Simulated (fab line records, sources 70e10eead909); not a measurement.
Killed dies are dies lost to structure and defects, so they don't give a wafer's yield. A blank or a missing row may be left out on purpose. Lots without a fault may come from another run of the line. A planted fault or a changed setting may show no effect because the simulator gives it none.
Problem report in the 8D (eight disciplines) form, filled by code | flow nand_harc | the parts of the form that need people (team, actions taken, sign-off) are left out

1. THE PROBLEM
killed_at_array at NHARC_END_SORT_01 reads a mean of 673 on 1 wafer of 1 lot; wafers without a fault read 62 with a standard deviation of 16. That is +38 standard deviations from the usual mean.
First seen on wafer L693.2, day 30 02:49, on prober-02. The record holds 7 wafers of 3 lots with a number at this step. Rule for "out", or "out of limits": more than 4 standard deviations from the usual mean. The other wafers with a number count as sound.

2. WHAT IT IS AND WHAT IT IS NOT
question                    | is                           | is not
which readings at this step | killed_at_array, killed_dies | killed_at_other, killed_at_periphery, killed_open, killed_short
which lots                  | L693                         | L679, L701
which wafers of those lots  | all that have a number       | -
read on which gauges        | prober-02                    | prober-01
when                        | from day 30 02:49            | up to then (3 sound wafers); but 3 sound wafers of L701 came after

3. SUSPECTS, AND WHAT RULES EACH OUT
Counting: a tool at a process step up to the reading stays a suspect if it ran every lot that is out and no sound lot after the first of them.
- the gauge at NHARC_END_SORT_01: ruled out. All the wafers that are out were read on prober-02, but those of them that NHARC_A_BLC_ETCH_18 has rows for are out there too, on other tools.
- rie_diel-06 at NHARC_A_BLC_DESCUM_15 (chemistry O2, time 3 s): kept. It ran the lot that is out, L693 (day 28 06:54), and no sound lot after that.
- rie_diel-06 at NHARC_A_BLC_ETCH_16 (etches the open film in CF4, target depth 39 nm, time 65 s): kept. It ran the lot that is out, L693 (day 28 06:58), and no sound lot after that.
- rie_diel-06 at NHARC_A_BLC_ETCH_17 (etches the open film in N2/H2, target depth 390 nm, time 609.38 s): kept. It ran the lot that is out, L693 (day 28 07:31), and no sound lot after that. NHARC_A_BLC_ETCH_17 gives no start for some lots, so the hours and the order of its lots are those of NHARC_A_BLC_ETCH_18.
- rie_diel-06 at NHARC_A_BLC_ETCH_18 (etches the open film in C4F8/O2/Ar, target depth 910 nm): kept. It ran the lot that is out, L693 (day 28 07:31), and no sound lot after that. Its own readings are out on those wafers: oes_product_au.
Left after counting: rie_diel-06 at NHARC_A_BLC_DESCUM_15, rie_diel-06 at NHARC_A_BLC_ETCH_16, rie_diel-06 at NHARC_A_BLC_ETCH_17, rie_diel-06 at NHARC_A_BLC_ETCH_18.

4. THE CAUSE (what the simulator had put in)
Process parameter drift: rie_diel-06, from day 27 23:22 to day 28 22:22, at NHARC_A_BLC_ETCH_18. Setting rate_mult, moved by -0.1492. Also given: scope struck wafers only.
Counting left 4 suspects, and this tool is among them.

5. THE CHAIN OF EFFECTS, in route order
Each row: a reading whose mean over the struck wafers that have a number lies more than 3 standard deviations from the usual. Only readings for which the record gives a usual standard deviation are gone through. hours: the time from each lot's start at the first step in this table that gives one to its start at this step, as a median over the lots. sigmas: the change in usual standard deviations.
hours | step                | reading         | usual      | on struck wafers | change | sigmas
0     | NHARC_A_BLC_ETCH_18 | oes_product_au  | 0.952 a.u. | 0.862            | -0.090 | -4.3
43    | NHARC_END_SORT_01   | killed_at_array | 62         | 673              | +611   | +38
43    | NHARC_END_SORT_01   | killed_dies     | 67         | 677              | +610   | +38
The process steps in it:
- NHARC_A_BLC_ETCH_18: etches the open film in C4F8/O2/Ar, target depth 910 nm.

6. WHAT WOULD HAVE CAUGHT IT SOONER
In this record the first reading out of limits at a measuring or inspecting step was taken at day 30 02:49, 51 hours after the fault began at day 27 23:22.
The tool's own readings at NHARC_A_BLC_ETCH_18 were out on every struck wafer that the step has a row for (oes_product_au): an alarm limit on them would have fired on the first of those.
All the lots that are out (1) had begun NHARC_A_BLC_ETCH_18 on rie_diel-06 by day 30 02:49. A hold on the tool at that time would have spared none of them.
